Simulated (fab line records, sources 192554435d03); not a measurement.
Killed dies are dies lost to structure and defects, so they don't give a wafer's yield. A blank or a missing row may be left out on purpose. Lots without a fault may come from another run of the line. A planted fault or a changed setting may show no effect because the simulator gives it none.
fab line records | flow n5_finfet | part 2 of 2: steps 25 to 33 of 33
record lots=5 wafers=15 last_day=17
route steps=1938 shown BEOL_M13@1676
lots that met no fault: from a run of the same line without faults
start_h: hours from the record's first day to the start of the lot's first wafer shown | wait_h: hours since the lot's step before | " the same as in the row above | L1.1+2: a row that stands for several wafers | - no value, or no start given | * or withheld: withheld | < > ~ a bound
route shown NAME@n: a module of which the file shows steps, and the number in the route of the first | usual: mean/standard deviation of fault-free wafers | same: alike in all rows | chamber/n: place in a boat | sites: the reading at each site | _std_site: their standard deviation | _edge_site: outer sites' mean less inner sites' | radius_mm: how far each site lies from the wafer's centre | mask NAME#n: copy n | behind: the tool/chamber that last shaped the wafer | hold: why the lot was held/for how many hours/how that ended | device: the transistor (n, p or np) that didn't switch | end of line: the same wafers' tests at the end of the route | a step without rows: its recipe alone | killed: dies lost to structure and defects at the first sort, not the wafer's yield | map: a wafer's dies, x killed, . not, _ none there
set.NAME: the setting as run; set.NAME@STEP: as run at that earlier step | model.NAME: the simulator's own value behind a step, which no gauge read
lots at some steps of the route; a table a step, a row a wafer
services: from which hour (start_h, from the record's first day; less than 0 if before it) a tool's chamber was out of use, for how many hours, and why
## steps
# step N5_BEOL_M13_ETCH_38
# recipe chemistry=CF4/N2 target=SiCN target_depth_a=675 taper_deg=2 time_s=71.9 ion_energy_ev=150 mask_material=SiO2 pressure_mtorr=40 source_w=430 bias_w=70 Ar_flow_sccm=100 cf4_flow_sccm=60 n2_flow_sccm=60
# usual bias_w=70.00/0.21 drypump_motor_current_A=5.7/0.46 oes_product_au=0.80/0.1 rf_vpp_V=382.5/2.5 showerhead_plenum_p_Torr=2.21/0.09 throttle_valve_pct=15.45/0.23
# columns lot.wafer tool chamber start_h wait_h bias_w drypump_motor_current_A oes_product_au rf_hours_counter_h rf_vpp_V showerhead_plenum_p_Torr throttle_valve_pct
L074.1 rie_diel-06 2 253.39 - 70.22 4.8 0.89 35 385.4 2.34 15.30
L074.4 " 2 " " 69.81 4.8 0.90 - 385.4 2.34 15.31
L074.5 " 0 " " 70.37 5.6 0.71 - 383.5 2.26 15.68
L077.1 rie_diel-06 2 275.13 - 70.21 4.8 0.89 41 385.4 2.34 15.32
L077.2 " 3 " " 69.70 6.1 0.95 5 379.6 2.16 15.13
L077.4 " 1 " " 69.92 5.5 0.75 155 377.9 2.04 15.38
L082.1 rie_diel-06 3 307.04 - 70.31 6.2 0.92 17 381.7 2.16 15.13
L082.4 " 0 " " 70.30 5.6 0.70 230 384.4 2.26 15.72
L082.6 " 3 " " 70.10 6.1 0.92 - 383.1 2.16 15.14
L089.1 rie_diel-06 0 337.84 - 70.05 5.6 0.69 240 384.0 2.25 15.75
L089.2 " 2 " " 69.82 4.8 0.86 62 385.0 2.33 15.36
L089.3 " 3 " " 70.24 6.1 0.90 27 381.7 2.15 15.16
L094.2 rie_diel-04 0 367.03 - 70.12 5.3 0.70 237 382.6 2.26 15.65
L094.3 " 3 " " 69.83 6.0 0.87 33 383.3 2.25 15.13
L094.4 " 1 " " 69.85 5.4 0.98 19 383.1 2.25 15.50
# step N5_BEOL_M13_PRECLEAN_39
# recipe chemistry=residue_remover time_s=60 temp_c=40
# columns lot.wafer tool chamber start_h wait_h
L074.1+4+5 wet_bench-05 5,4,6 253.52 0.1
L077.1+2+4 wet_bench-05 3,4,5 275.25 0.1
L082.1+4+6 wet_bench-04 7,0,3 307.17 0.1
L089.1+2+3 wet_bench-04 2,7,0 337.98 0.1
L094.2+3+4 wet_bench-04 7,5,0 367.16 0.1
# step N5_BEOL_M13_SRD_40
# recipe time_s=30 temp_c=23 rinse_liquid=diw dry=n2_spin spin_rpm=1500 dry_time_s=30
# usual do_supply_ppb=10.01/0.09 spin_rpm=1500.0/0.77
# columns lot.wafer tool chamber start_h wait_h do_supply_ppb spin_rpm
L074.1 wet_bench-05 5 253.54 0.0 9.89 1501.5
L074.4 " 4 " " 10.09 1499.7
L074.5 " 6 " " 9.98 1500.0
L077.1 wet_bench-05 3 275.27 0.0 9.99 1498.3
L077.2 " 4 " " 9.99 1500.0
L077.4 " 5 " " 9.91 1500.4
L082.1 wet_bench-04 7 307.19 0.0 10.05 1501.0
L082.4 " 0 " " 10.08 1499.9
L082.6 " 3 " " 10.01 1499.9
L089.1 wet_bench-04 2 338.00 0.0 9.99 1499.5
L089.2 " 7 " " 10.23 1500.9
L089.3 " 0 " " 10.14 1500.7
L094.2 wet_bench-04 7 367.18 0.0 9.99 1500.1
L094.3 " 5 " " 9.93 1499.1
L094.4 " 0 " " 9.92 1500.1
# step N5_BEOL_M13_DEGAS_41
# recipe ambient=vacuum temp_c=250 time_s=60
# usual heater_power_w=330/40
# columns lot.wafer tool chamber start_h wait_h heater_power_w
L074.1 pvd_sputter-01 - 253.99 0.4 276
L074.4 " - " " 370
L074.5 " - " " 353
L077.1 pvd_sputter-02 - 275.40 0.1 376
L077.2 " - " " 260
L077.4 " - " " 309
L082.1 pvd_sputter-03 - 307.51 0.3 347
L082.4 " - " " 363
L082.6 " - " " 375
L089.1 pvd_sputter-03 - 338.30 0.3 334
L089.2 " - " " 350
L089.3 " - " " 371
L094.2 pvd_sputter-02 - 367.50 0.3 262
L094.3 " - " " 355
L094.4 " - " " 301
# step N5_BEOL_M13_PRE_CLEAN_42
# recipe gas=H2/He time_s=30 temp_c=250
# usual heater_power_w=329/40
# columns lot.wafer tool chamber start_h wait_h heater_power_w
L074.1 pvd_sputter-01 - 254.03 0.0 273
L074.4 " - " " 384
L074.5 " - " " 353
L077.1 pvd_sputter-02 - 275.44 0.0 358
L077.2 " - " " 263
L077.4 " - " " 301
L082.1 pvd_sputter-03 - 307.55 0.0 359
L082.4 " - " " 363
L082.6 " - " " 368
L089.1 pvd_sputter-03 - 338.34 0.0 334
L089.2 " - " " 338
L089.3 " - " " 368
L094.2 pvd_sputter-02 - 367.54 0.0 258
L094.3 " - " " 364
L094.4 " - " " 311
# step N5_BEOL_M13_SPUTTER_43
# recipe material=TaN target_thk_a=150 temp_c=50 bias_v=168.6 power_w=15000 chamber_pressure_pa=0.12 time_s=24.19
# usual bias_v=168.7/1.8 cathode_dc_power_W=15000/2.9 throttle_valve_pct=29.8/1.2
# columns lot.wafer tool chamber start_h wait_h bias_v cathode_dc_power_W throttle_valve_pct
L074.1 pvd_sputter-01 - 254.07 0.0 172.4 14999 30.0
L074.4 " - " " 172.3 14999 30.3
L074.5 " - " " 172.0 14998 27.9
L077.1 pvd_sputter-02 - 275.48 0.0 170.9 14997 31.2
L077.2 " - " " 167.9 15001 28.6
L077.4 " - " " 171.4 15001 29.8
L082.1 pvd_sputter-03 - 307.59 0.0 168.8 15007 30.8
L082.4 " - " " 169.0 14995 29.2
L082.6 " - " " 168.7 15003 29.4
L089.1 pvd_sputter-03 - 338.38 0.0 170.0 15000 30.8
L089.2 " - " " 166.9 14996 28.1
L089.3 " - " " 169.2 15001 29.1
L094.2 pvd_sputter-02 - 367.58 0.0 167.5 15001 28.3
L094.3 " - " " 168.7 14996 31.1
L094.4 " - " " 167.6 14996 29.3
# step N5_BEOL_M13_SPUTTER_44
# recipe material=Ta target_thk_a=100 temp_c=50 bias_v=80 power_w=15000 chamber_pressure_pa=0.07 time_s=16.13
# usual bias_v=80.0/0.78 cathode_dc_power_W=15000/2.8 throttle_valve_pct=29.8/1.2
# columns lot.wafer tool chamber start_h wait_h bias_v cathode_dc_power_W throttle_valve_pct
L074.1 pvd_sputter-01 - 254.15 0.0 80.9 15003 29.7
L074.4 " - " " 78.5 15003 30.2
L074.5 " - " " 78.6 15000 28.0
L077.1 pvd_sputter-02 - 275.56 0.0 78.5 15003 31.2
L077.2 " - " " 82.0 15002 28.5
L077.4 " - " " 79.3 15003 29.6
L082.1 pvd_sputter-03 - 307.67 0.0 82.1 15004 30.8
L082.4 " - " " 79.8 15001 29.3
L082.6 " - " " 82.1 15001 29.2
L089.1 pvd_sputter-03 - 338.46 0.0 80.2 14997 30.9
L089.2 " - " " 80.4 15001 27.9
L089.3 " - " " 79.3 14999 29.0
L094.2 pvd_sputter-02 - 367.66 0.0 78.9 15000 28.4
L094.3 " - " " 79.9 14998 31.1
L094.4 " - " " 79.3 15005 29.8
# step N5_BEOL_M13_SPUTTER_45
# recipe material=Cu target_thk_a=800 temp_c=-20 bias_v=60 power_w=26000 chamber_pressure_pa=0.13 time_s=13.33
# usual bias_v=60.0/0.63 cathode_dc_power_W=26000/4.9 throttle_valve_pct=29.8/1.2
# columns lot.wafer tool chamber start_h wait_h bias_v cathode_dc_power_W throttle_valve_pct
L074.1 pvd_sputter-01 - 254.23 0.0 60.6 25993 29.9
L074.4 " - " " 60.4 25998 30.2
L074.5 " - " " 59.6 26000 28.1
L077.1 pvd_sputter-02 - 275.64 0.0 60.2 26003 31.0
L077.2 " - " " 59.2 25994 28.6
L077.4 " - " " 60.4 26002 29.8
L082.1 pvd_sputter-03 - 307.75 0.0 60.6 26007 30.5
L082.4 " - " " 59.8 26003 29.1
L082.6 " - " " 59.3 25993 29.0
L089.1 pvd_sputter-03 - 338.54 0.0 60.0 25999 31.1
L089.2 " - " " 60.1 26000 28.1
L089.3 " - " " 60.6 25988 29.0
L094.2 pvd_sputter-02 - 367.74 0.0 60.1 26004 28.4
L094.3 " - " " 60.1 26004 31.1
L094.4 " - " " 60.0 25995 29.7
# step N5_BEOL_M13_ECD_47
# recipe material=Cu target_thk_a=9360
# columns lot.wafer tool chamber start_h wait_h
L074.1+4+5 ecd_cu-01 0,1,1 254.35 0.1
L077.1+2+4 ecd_cu-02 1,0,1 275.76 0.1
L082.1+4+6 ecd_cu-01 1,1,0 307.87 0.1
L089.1+2+3 ecd_cu-01 0,1,0 338.65 0.1
L094.2+3+4 ecd_cu-02 0,0,1 367.86 0.1
## services
# columns tool chamber start_h hours kind
rie_diel-01 2 244.51 16.5 repair
krf_scanner-02 - 247.31 0.8 pm
krf_scanner-01 - 250.84 1.0 pm
ecd_cu-02 - 252.82 2.7 repair
pvd_sputter-03 - 254.06 7.5 repair
ecd_cu-01 - 255.95 1.8 repair
plasma_asher-02 - 264.42 4.5 repair
krf_scanner-01 - 273.01 4.0 pm
krf_scanner-01 - 279.73 1.3 pm
plasma_asher-02 - 285.72 15.6 pm
rie_diel-06 0 287.07 4.0 repair
rie_diel-01 1 288.75 1.8 repair
plasma_asher-02 - 310.10 2.7 repair
krf_scanner-02 - 311.07 4.0 pm
krf_scanner-01 - 314.06 2.6 repair
plasma_asher-02 - 314.53 4.3 repair
ecd_cu-01 - 316.42 5.9 pm
ecd_cu-02 - 331.19 3.0 repair
rie_diel-01 2 333.70 4.4 repair
krf_scanner-01 - 338.39 4.4 pm
rie_diel-01 3 341.29 5.2 repair
pvd_sputter-01 - 351.60 5.5 repair
rie_diel-01 1 352.93 1.8 repair
krf_scanner-02 - 359.60 1.0 pm
